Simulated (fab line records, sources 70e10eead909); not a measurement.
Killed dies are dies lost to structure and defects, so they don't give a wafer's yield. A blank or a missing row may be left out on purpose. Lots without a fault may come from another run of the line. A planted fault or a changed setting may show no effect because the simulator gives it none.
A struck lot beside a sound one | flow nand_harc | 14 steps out of a route of 1302
Sound: wafers L144.1, L144.3, L144.5. Struck: wafer L149.2. (L149.1, L149.3 of the same lot were not struck and are left out.) The cause comes at the end.
At each step with rows: each side's tool, then ch and its chambers, then its first start. Under that, the readings that differ: sound wafers | struck wafers | difference of the means | sigmas: that difference in standard deviations of wafers without a fault.
alike: readings whose means differ by less than 2 such deviations, and words and numbers that are the same on both sides. not compared: withheld readings, readings that some wafer has no value for, bounds like >300 that may hide the same value, and numbers for which the record gives no deviation and whose values overlap.
The two part at a step that has a row with sigmas, a row that says differs or no value, or rows on one side only. Numbers that don't overlap but have no deviation are shown without sigmas and don't part them. A reading that every wafer of one side lacks parts them only if that side has two wafers or more.

NHARC_A_BLC_DESCUM_15: chemistry O2, time 3 s.
  sound on rie_diel-08 ch 0,2, day 22 13:32; struck on rie_diel-11 ch 0, day 24 17:55
  reading      | sound          | struck | difference | sigmas
  rf_vpp_V (V) | 59.3 59.2 58.8 | 56.9   | -2.2       | -2
  alike: drypump_motor_current_A, oes_product_au, showerhead_plenum_p_Torr, throttle_valve_pct
  not compared: rf_hours_counter_h
then, 1 step without rows for these wafers: NHARC_A_BLC_ETCH_16 (etches the open film in CF4, target depth 39 nm, time 65 s).
NHARC_A_BLC_ETCH_17: etches the open film in N2/H2, target depth 390 nm, time 609.38 s.
  sound on rie_diel-08 ch 0,1,2; struck on rie_diel-11 ch 2
  alike: drypump_motor_current_A, oes_product_au, rf_vpp_V, showerhead_plenum_p_Torr, throttle_valve_pct
  not compared: rf_hours_counter_h
NHARC_A_BLC_ETCH_18: etches the open film in C4F8/O2/Ar, target depth 910 nm.
  sound on rie_diel-08 ch 0,1,3; struck on rie_diel-11 ch 2
  reading      | sound       | struck | difference | sigmas
  rf_vpp_V (V) | 976 973 974 | 985    | +11        | +2
  alike: oes_product_au
  not compared: rf_hours_counter_h
NHARC_A_BLC_CD_MEAS_19:
  sound on cd_sem-03, day 22 14:29; struck on cd_sem-01, day 24 18:52
  alike: cd_nm
then, 1 step without rows for these wafers: NHARC_A_BLC_STRIP_29 (strips in CF4).
NHARC_A_BLC_STRIP_21: strips in O2.
  sound on rie_diel-11 ch 2,3, day 22 14:40; struck on rie_diel-08 ch 2, day 24 19:04
  reading               | sound             | struck | difference | sigmas
  oes_product_au (a.u.) | 1.020 1.006 1.023 | 0.974  | -0.042     | -3
  alike: drypump_motor_current_A, rf_vpp_V, showerhead_plenum_p_Torr, throttle_valve_pct
  not compared: rf_hours_counter_h
then, 3 steps without rows for these wafers: NHARC_A_BLC_STRIP_22 (strips in post etch residue remover, time 600 s); NHARC_A_BLC_DEGAS_30 (time 60 s); NHARC_A_BLC_PRE_CLEAN_31 (time 15 s).
NHARC_A_BLC_PVD_32: deposits Ti, target thk 5 nm, time 17.7 s.
  sound on pvd_sputter-01; struck on pvd_sputter-03
  alike: throttle_valve_pct
then, 1 step without rows for these wafers: NHARC_A_BLC_ALD_23 (deposits TiN, target thk 3 nm, pulse time 1 s, ald cycles 150).
NHARC_A_BLC_CVD_24: deposits W, target thk 150 nm, time 434 s.
  sound on cvd_w-01 ch 0,1, day 22 15:36; struck on cvd_w-02 ch 0, day 24 19:55
  alike: heater_power_w, throttle_valve_pct
NHARC_A_BLC_CMP_25: polishes, t overpolish 30 s, target thk 150 nm.
  sound on cmp-03 ch 0,1,2, day 22 16:04; struck on cmp-04 ch 0, day 24 20:29
  reading                | sound    | struck | difference | sigmas
  time_to_endpoint_s (s) | 36 28 28 | 64     | +33        | +9
  alike: motor_current_A, overpolish_run_s, retaining_ring_pressure_frac

WHERE THEY PART
First at NHARC_A_BLC_DESCUM_15; last, within this record, at NHARC_A_BLC_CMP_25.

WHY: what the simulator had put in
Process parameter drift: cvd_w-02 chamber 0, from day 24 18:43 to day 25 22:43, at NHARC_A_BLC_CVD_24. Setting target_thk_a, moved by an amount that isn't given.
